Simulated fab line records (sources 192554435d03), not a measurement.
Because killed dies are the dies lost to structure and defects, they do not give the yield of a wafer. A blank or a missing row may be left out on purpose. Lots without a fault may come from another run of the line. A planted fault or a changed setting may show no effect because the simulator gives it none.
Split-lot experiment | flow n5Finfet | 7 lots, 21 wafers read, on a route of 1938 steps

== THE SPLIT ITSELF ==
At N5_SD_EPI_P_PEB_07 (peb time 60 s), the setting pebTimeS was moved away from the recipe's 60 s on 9 of the 21 wafers read, by -17.3% to +19.6%. For the rest of the wafers, this setting stayed at what the recipe calls for.

== BETWEEN THE SPLIT AND THE READING: the file shows 1 step in between ==
- N5_SD_EPI_P_DEVELOP_08: develop time 30 s

== THE READING ==
cdNm at N5_SD_EPI_P_CD_MEAS_09, given in nm (cd target 240 nm). Typical for fault-free wafers on this fab line: 239.6 nm, with standard deviation 0.85 nm.

wafer  | tool, chamber at the split | pebTimeS as run, s | against the recipe | cdNm, nm | against lot-mates on the recipe
L075.1 | lithoTrack-01, 0           | 60                 | recipe             | 242.2    | -
L075.2 | lithoTrack-01, 0           | 60                 | recipe             | 240.2    | -
L075.3 | lithoTrack-01, 0           | 54.28              | -9.5%              | 238.5    | -2.7
L076.1 | lithoTrack-02, 0           | 60                 | recipe             | 235.8    | -
L076.3 | lithoTrack-02, 0           | 65.66              | +9.4%              | 241.7    | +5.9
L076.6 | lithoTrack-02, 0           | 65.66              | +9.4%              | 238.5    | +2.7
L080.1 | lithoTrack-02, 0           | 60                 | recipe             | 240.4    | -
L080.2 | lithoTrack-02, 0           | 60                 | recipe             | 240.5    | -
L080.4 | lithoTrack-02, 0           | 52.85              | -11.9%             | 235.4    | -5.0
L082.1 | lithoTrack-02, 0           | 60                 | recipe             | 235.7    | -
L082.3 | lithoTrack-02, 0           | 68.05              | +13.4%             | 243.7    | +8.0
L082.5 | lithoTrack-02, 0           | 68.05              | +13.4%             | 243.7    | +8.0
L088.3 | lithoTrack-01, 0           | 49.59              | -17.3%             | 231.7    | -7.3
L088.4 | lithoTrack-01, 0           | 49.59              | -17.3%             | 231.7    | -7.3
L088.6 | lithoTrack-01, 0           | 60                 | recipe             | 239.0    | -
L094.2 | lithoTrack-01, 0           | 60                 | recipe             | 239.0    | -
L094.4 | lithoTrack-01, 0           | 60                 | recipe             | 240.0    | -
L094.6 | lithoTrack-01, 0           | 60                 | recipe             | 238.5    | -
L096.2 | lithoTrack-02, 0           | 60                 | recipe             | 239.7    | -
L096.4 | lithoTrack-02, 0           | 71.78              | +19.6%             | 246.8    | +6.1
L096.6 | lithoTrack-02, 0           | 60                 | recipe             | 241.8    | -

FIT RESULTS
A straight line over all 21 wafers: cdNm changes by +0.341 nm for each +1% of pebTimeS; r = +0.86; the points scatter about the line by 2 nm.
The same after taking each lot's own level away (the mean of its wafers on the recipe; 21 wafers): +0.428 nm for each +1%; r = +0.96; scatter 1.2 nm.
That fit puts the effect of the largest move of pebTimeS on the reading at 8.4 nm.
The span of the lots' own levels, 235.70 to 241.20 nm, comes to 6.5 times the standard deviation stated above.
In other words, the slope is changed by the lot-to-lot level; the two fits disagree.
Check: for one of the wafers moved furthest among these (+19.6%), held out of the fit, the line's prediction against its lot-mates is +9.49 nm. It came out at +6.05 nm against them.

== FURTHER SPLITS ON THESE WAFERS ==
Other splits were also applied to these wafers ahead of the reading. Each is held against what the fit with the lots' levels taken away leaves over:
other split on the same wafers     | wafers away from the commonest value | r with cdNm (lot level and that fit taken away)
N5_WELL_APT_COAT_02 spinRpm        | 6                                    | +0.04
N5_WELL_APT_PEB_23 pebTempC        | 5                                    | -0.14
N5_WELL_APT_DESCUM_30 timeS        | 8                                    | +0.34
N5_FIN_SAQP_EXPOSE_13 doseMj       | 10                                   | -0.01
N5_DUMMY_GATE_ETCH_31 targetDepthA | 7                                    | -0.20
N5_SD_EPI_P_EXPOSE_06 doseMj       | 6                                    | +0.35

== THE WHOLE CHAIN: every reading that the file lists as answering this split, in the file's order ==
step                   | what it does                                           | reading                                                        | change (the file's fit)                                                                 | r (the file's)
N5_SD_EPI_P_CD_MEAS_09 | target cd 240 nm                                       | cdNm                                                           | +0.402 nm for each +1% of the setting                                                   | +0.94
N5_SD_EPI_P_DESCUM_14  | chemistry O2, time 7.9 s                               | SD_EPI_P.cdNm (the simulator's own value, which no gauge read) | +0.407 nm for each +1% of the setting                                                   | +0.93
N5_SD_EPI_P_ETCH_36    | etches SiARC in CF4, target depth 45.5 nm, time 75.8 s | SD_EPI_P.cdNm (the simulator's own value, which no gauge read) | +0.381 nm for each +1% of the setting, in a fit together with doseMj@SD_EPI_P_EXPOSE_06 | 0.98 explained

== FILE'S OWN FIT ==
cdNm changes by +0.402 nm for each +1% of pebTimeS, r = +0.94.
